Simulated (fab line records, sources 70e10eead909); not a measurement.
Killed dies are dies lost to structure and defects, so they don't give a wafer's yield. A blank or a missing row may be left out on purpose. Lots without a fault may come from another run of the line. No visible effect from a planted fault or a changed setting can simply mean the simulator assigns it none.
A lot that was struck, set against a sound lot :: flow nandHarc :: 20 steps out of a route of 1302
Sound: these wafers, L414.1, L414.2, L414.3. Struck: wafer L436.5. (L436.4, L436.6 of the same lot were not struck and are left out.) The cause comes at the end.
Each step with rows lists, per side, the tool, then ch with its chambers, then its first start. Under that, the readings that differ: sound wafers :: struck wafers :: difference of the means :: sigmas: that difference in standard deviations of wafers without a fault.
alike: same words and numbers on both sides, and readings whose means sit less than 2 such deviations apart. not compared: any withheld reading, any reading some wafer has no value for, any bound like >300 that may hide the same value, and any number with overlapping values for which the record gives no deviation.
A row with sigmas, a row that says differs or no value, or rows on one side alone: a step with any of these is where the two part. When numbers do not overlap yet have no deviation, they are printed without sigmas and do not part them. A reading missing from all wafers of one side parts the sides only when that side holds two or more wafers.

NHARC_P_CONTACT_CMP_24: polishes, t overpolish 30 s, target thk 200 nm.
  sound on cmp-01 ch 0,2,3, day 5 23:55; struck on cmp-01 ch 3, day 15 11:08
  alike: motorCurrentA, overpolishRunS, retainingRingPressureFrac, slurryFlowMlMin, timeToEndpointS
then, 1 step without rows for these wafers: NHARC_P_CONTACT_SRD_26.
NHARC_P_CONTACT_INSPECT_27:
  sound on defectInspect-02 at day 6 00:19; struck on defectInspect-02 at day 15 11:31
  alike: rawDefectCount
then, 8 steps without rows for these wafers: NHARC_P_M0_DEP_00 (deposits SiOC, target thk 150 nm); NHARC_P_M0_DEHYDRATE_01 (time 120 s); NHARC_P_M0_HMDS_02 (time 30 s); NHARC_P_M0_COAT_33 (time 65 s); NHARC_P_M0_COAT_03 (resist thk 90 nm); NHARC_P_M0_SOFTBAKE_04 (time 55 s); NHARC_P_M0_EBR_05; NHARC_P_M0_EXPOSE_06 (exposes mask P M0, target cd 90 nm).
NHARC_P_M0_PEB_07: peb time 65 s.
  sound on lithoTrack-04 ch 0, day 6 01:09; struck on lithoTrack-01 ch 0, day 15 12:28
reading: heaterPowerTotalW (W)
sound: 155.9 155.9 156.7
struck: 222.3
difference: +66.1
sigmas: +99 or more
then, 1 step without rows for these wafers: NHARC_P_M0_DEVELOP_08 (develop time 35 s).
NHARC_P_M0_CD_MEAS_09: target cd 90 nm.
  sound on cdSem-02 ch 0, day 6 01:13; struck on cdSem-03 ch 0, day 15 12:33
reading: cdNm (nm)
sound: 89.9 90.1 90.3
struck: 64.8
difference: -25.3
sigmas: -53
NHARC_P_M0_OVL_MEAS_10: pitch 180 nm.
  sound on overlay-01 at day 6 01:19; struck on overlay-02 at day 15 12:38
  alike: overlayXNm, overlayYNm
NHARC_P_M0_INSPECT_11:
  sound on defectInspect-01 at day 6 01:21; struck on defectInspect-01 at day 15 12:40
  alike: rawDefectCount
NHARC_P_M0_DESCUM_14: chemistry O2, time 3 s.
  sound on rieDiel-09 ch 1,2,3, day 6 01:25; struck on rieDiel-08 ch 0, day 15 12:46
reading: oesProductAu (a.u.)
sound: 1.009 1.005 1.012
struck: 0.987
difference: -0.022
sigmas: -3

reading: model.P_M0.cdNm (nm)
sound: 90 90.18 90.51
struck: 64.99
difference: -25.24
sigmas: 
  alike: drypumpMotorCurrentA, mfcArSccm, rfVppV, showerheadPlenumPTorr, throttleValvePct
  not compared: rfHoursCounterH
NHARC_P_M0_ETCH_34: etches the open film in N2/H2, target depth 40 nm, overetch 12 nm, time 43.94 s.
  sound on rieDiel-09 ch 0,1,3, day 6 01:30; struck on rieDiel-08 ch 3, day 15 12:50
  alike: drypumpMotorCurrentA, mfcArSccm, oesProductAu, rfFwdPowerW, rfVppV, showerheadPlenumPTorr, throttleValvePct
  not compared: rfHoursCounterH
NHARC_P_M0_ETCH_15: etches the open film in C4F8/Ar, target depth 150 nm, overetch 15 nm, time 82.5 s.
  sound on rieDiel-09 ch 0,1,3; struck on rieDiel-08 ch 3
reading: model.P_M0.cdNm (nm)
sound: 89.68 89.72 90.46
struck: 64.89
difference: -25.06
sigmas: 
  alike: oesProductAu, rfFwdPowerW, rfVppV
  not compared: rfHoursCounterH
NHARC_P_M0_CD_MEAS_16:
  sound on cdSem-03 at day 6 01:43; struck on cdSem-03 at day 15 13:02
reading: cdNm (nm)
sound: 89.4 89.6 90.4
struck: 65.1
difference: -24.7
sigmas: -40

== WHERE THEY PART ==
Last at NHARC_P_M0_CD_MEAS_16 as far as this record goes, first at NHARC_P_M0_PEB_07.

WHY: whatever the simulator had introduced
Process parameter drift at NHARC_P_M0_PEB_07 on lithoTrack-01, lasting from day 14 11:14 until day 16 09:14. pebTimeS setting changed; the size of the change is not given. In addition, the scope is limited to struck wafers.
